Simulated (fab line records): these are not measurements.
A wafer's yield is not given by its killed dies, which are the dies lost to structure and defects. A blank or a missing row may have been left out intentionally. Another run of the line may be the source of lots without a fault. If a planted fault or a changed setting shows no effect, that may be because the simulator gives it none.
Chamber matching    flow n5Finfet    N5_BEOL_M4_ETCH_77 on rieDiel-01 has 4 sister chambers
The step etches underlayer in N2/H2, target depth 6.5 nm, time 5.2 s. 16 wafers are shown with their chamber, then 8 later ones without.

EACH WAFER AND ITS CHAMBER
wafer   chamber  drypumpMotorCurrentA (A)  throttleValvePct (%)  oesProductAu (a.u.)
L078.1  2        5.7                       17.45                 0.73
L078.3  3        6.4                       17.55                 0.82
L078.5  3        6.4                       17.55                 0.83
L079.3  1        5.5                       18.26                 0.59
L079.4  2        5.7                       17.48                 0.74
L079.6  2        5.7                       17.44                 0.74
L081.1  0        5.2                       17.69                 0.83
L081.2  1        5.5                       18.29                 0.59
L081.5  2        5.8                       17.49                 0.72
L082.1  0        5.2                       17.69                 0.81
L082.3  2        5.8                       17.48                 0.72
L082.4  1        5.5                       18.28                 0.57
L083.1  0        5.2                       17.68                 0.81
L083.3  1        5.5                       18.28                 0.59
L083.6  0        5.2                       17.71                 0.81
L085.3  1        5.5                       18.29                 0.57

SIGNATURES, as means of the wafers listed above
reading               chamber 0  chamber 1  chamber 2  chamber 3  scatter within a chamber
drypumpMotorCurrentA  5.200      5.500      5.740      6.400      0.0316
throttleValvePct      17.6925    18.2800    17.4680    17.5500    0.0157
oesProductAu          0.8150     0.5820     0.7300     0.8250     0.0101
Rule: a wafer lies at a distance from a chamber equal to the root of the sum of squares, over the readings, of (its reading less the chamber's mean, divided by the reading's scatter). The wafer belongs to the nearest chamber; if the next one is less than 2 further off, it can't be placed. The scatter: the root of (the sum of the squares of (reading less its chamber's mean) over the shown wafers, divided by (wafers less chambers)).

WAFERS WHOSE CHAMBER IS MISSING
wafer   drypumpMotorCurrentA (A)  throttleValvePct (%)  oesProductAu (a.u.)
L085.4  6.4                       17.58                 0.78
L085.6  6.4                       17.62                 0.78
L093.1  6.4                       17.61                 0.75
L093.3  5.8                       17.53                 0.71
L093.6  5.5                       17.89                 0.80
L097.2  6.4                       17.62                 0.74
L097.5  6.4                       17.62                 0.75
L097.6  5.7                       17.54                 0.69

CHAMBER TAKEN BY EACH
wafer    from the rows above   in truth
L085.4   3                     3
L085.6   3                     3
L093.1   3                     3
L093.3   2                     2
L093.6   0                     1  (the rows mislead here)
L097.2   3                     3
L097.5   3                     3
L097.6   2                     2
Correct placement for 7 of the 8. From these rows, 0 cannot be placed. Number placed wrongly: 1.
